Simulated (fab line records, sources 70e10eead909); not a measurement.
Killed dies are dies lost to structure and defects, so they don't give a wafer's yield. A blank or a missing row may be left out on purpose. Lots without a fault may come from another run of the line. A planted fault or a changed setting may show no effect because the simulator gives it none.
Chamber matching | flow nand_harc | NHARC_A_STAIRCASE_DEP_151 on pecvd-02: 3 sister chambers
The step deposits SiO2, target thk 3800 nm. 6 wafers are shown with their chamber, then 8 later ones without.

WAFERS WITH THEIR CHAMBER
wafer  | chamber | heater_power_w (W)
L076.5 | 2       | 578
L077.5 | 2       | 593
L082.1 | 1       | 622
L082.3 | 0       | 749
L082.5 | 1       | 594
L089.4 | 0       | 686

WAFERS WITHOUT THEIR CHAMBER
wafer  | heater_power_w (W)
L089.5 | 596
L089.6 | 530
L093.1 | 718
L093.2 | 624
L093.3 | 747
L091.1 | 705
L091.3 | 645
L091.6 | 691

WHICH CHAMBER EACH WENT THROUGH
wafer  | from the rows above          | in truth
L089.5 | can't be placed: 2 or 1      | 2
L089.6 | can't be placed: 2 or 1      | 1
L093.1 | 0                            | 0
L093.2 | can't be placed: 1 or 2      | 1
L093.3 | 0                            | 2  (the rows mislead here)
L091.1 | 0                            | 0
L091.3 | can't be placed: 1 or 2 or 0 | 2
L091.6 | can't be placed: 0 or 1      | 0
Placed correctly: 2 of 8. Can't be placed from these rows: 5 (the true chamber is among the candidates in 5). Placed wrongly: 1.
How it was worked out, from the rows above alone: a wafer's distance from a chamber is the root of the sum, over the readings, of the square of ((its reading less the chamber's mean) divided by the reading's scatter). The wafer belongs to the nearest chamber; if the next one is less than 2 further off, it can't be placed. A chamber's mean is the mean of its shown wafers. The scatter: the root of (the sum of the squares of (reading less its chamber's mean) over the shown wafers, divided by (wafers less chambers)).
